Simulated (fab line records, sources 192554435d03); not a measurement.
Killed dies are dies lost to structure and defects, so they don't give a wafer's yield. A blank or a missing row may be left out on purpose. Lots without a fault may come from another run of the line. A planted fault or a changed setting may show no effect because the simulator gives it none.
Split-lot experiment | flow n5_finfet | 7 lots, 21 wafers read, on a route of 1938 steps

THE SPLIT
At N5_BEOL_M11_ETCH_66 (etches SOC in N2/H2, target depth 120 nm, overetch 24 nm, time 180 s), the setting time_s was moved away from the recipe's 180 s on 8 of the 21 wafers read, by -16.7% to +16.0%. The other wafers ran this setting at the recipe's value.

The reading is taken at the split's own step.

THE READING
SiARC_of_BEOL_M11_COAT_64.thk_nm (the simulator's own value, which no gauge read), in nm, at N5_BEOL_M11_ETCH_66 (etches SOC in N2/H2, target depth 120 nm, overetch 24 nm, time 180 s). The file gives no usual value for it. The 13 wafers here that ran the recipe average 22.7 nm, standard deviation 0.16 nm.

wafer  | tool, chamber at the split | time_s as run, s | against the recipe | SiARC_of_BEOL_M11_COAT_64.thk_nm, nm | against lot-mates on the recipe
L077.3 | rie_diel-03, 1             | 180              | recipe             | 22.6                                 | -
L077.4 | rie_diel-03, 2             | 180              | recipe             | 22.8                                 | -
L077.5 | rie_diel-03, 0             | 166              | -7.8%              | 23.6                                 | +0.9
L079.3 | rie_diel-03, 0,2           | 180              | recipe             | 22.6                                 | -
L079.4 | rie_diel-03, 0,2           | 180              | recipe             | 22.6                                 | -
L079.6 | rie_diel-03, 0             | 180              | recipe             | 22.8                                 | -
L083.2 | rie_diel-03, 0             | 180              | recipe             | 22.8                                 | -
L083.3 | rie_diel-03, 3             | 180              | recipe             | 23                                   | -
L083.6 | rie_diel-03, 0             | 155.6            | -13.6%             | 23.8                                 | +0.9
L080.2 | rie_diel-02, 2             | 204.1            | +13.4%             | 22                                   | -0.6
L080.6 | rie_diel-02, 2             | 204.1            | +13.4%             | 22                                   | -0.6
L080.3 | rie_diel-02, 3             | 180              | recipe             | 22.6                                 | -
L087.3 | rie_diel-02, 3             | 180              | recipe             | 22.8                                 | -
L087.4 | rie_diel-02, 1             | 180              | recipe             | 22.6                                 | -
L087.5 | rie_diel-02, 2             | 158.3            | -12.1%             | 23.6                                 | +0.9
L090.2 | rie_diel-06, 0             | 208.8            | +16.0%             | 21.2                                 | -1.3
L090.4 | rie_diel-06, 3             | 180              | recipe             | 22.4                                 | -
L090.6 | rie_diel-06, 0             | 180              | recipe             | 22.6                                 | -
L094.2 | rie_diel-06, 3             | 180              | recipe             | 22.4                                 | -
L094.4 | rie_diel-06, 1             | 150              | -16.7%             | 24                                   | +1.6
L094.6 | rie_diel-06, 0             | 150              | -16.7%             | 23.6                                 | +1.2
Where a row lists several chambers, the file gives one row for several wafers and doesn't say which wafer went through which chamber.

THE FIT
A straight line over all 21 wafers: SiARC_of_BEOL_M11_COAT_64.thk_nm changes by -0.0719 nm for each +1% of time_s; r = -0.95; the points scatter about the line by 0.21 nm.
The same after taking each lot's own level away (the mean of its wafers on the recipe; 21 wafers): -0.0719 nm for each +1%; r = -0.96; scatter 0.18 nm.
On that fit, the largest move of time_s shifts the reading by 1.2 nm.
The lots' own levels span 22.40 to 22.90 nm, that is 3.0 times the standard deviation above.
So the lot-to-lot level changes the slope little: the two slopes agree.
Check: with one of the wafers moved furthest among these (-16.7%) left out of the fit, the line predicts +1.17 nm for it against its lot-mates. It came out at +1.6 nm against them.

OTHER SPLITS ON THESE WAFERS
These wafers also went through other splits before the reading. Each is held against what the fit with the lots' levels taken away leaves over:
other split on the same wafers | wafers away from the commonest value | r with SiARC_of_BEOL_M11_COAT_64.thk_nm (lot level and that fit taken away)
N5_BEOL_M7_EXPOSE_08 dose_mj   | 10                                   | -0.36
N5_BEOL_M8_PECVD_70 temp_c     | 8                                    | +0.44
N5_BEOL_M9_COAT_60 spin_rpm    | 7                                    | +0.51
N5_BEOL_M9_COAT_05 spin_rpm    | 7                                    | -0.32
N5_BEOL_M9_EXPOSE_25 dose_mj   | 6                                    | +0.08
N5_BEOL_M10_PEB_26 peb_time_s  | 9                                    | -0.03

THE FILE'S OWN FIT
SiARC_of_BEOL_M11_COAT_64.thk_nm changes by -0.0746 nm for each +1% of time_s, r = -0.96.
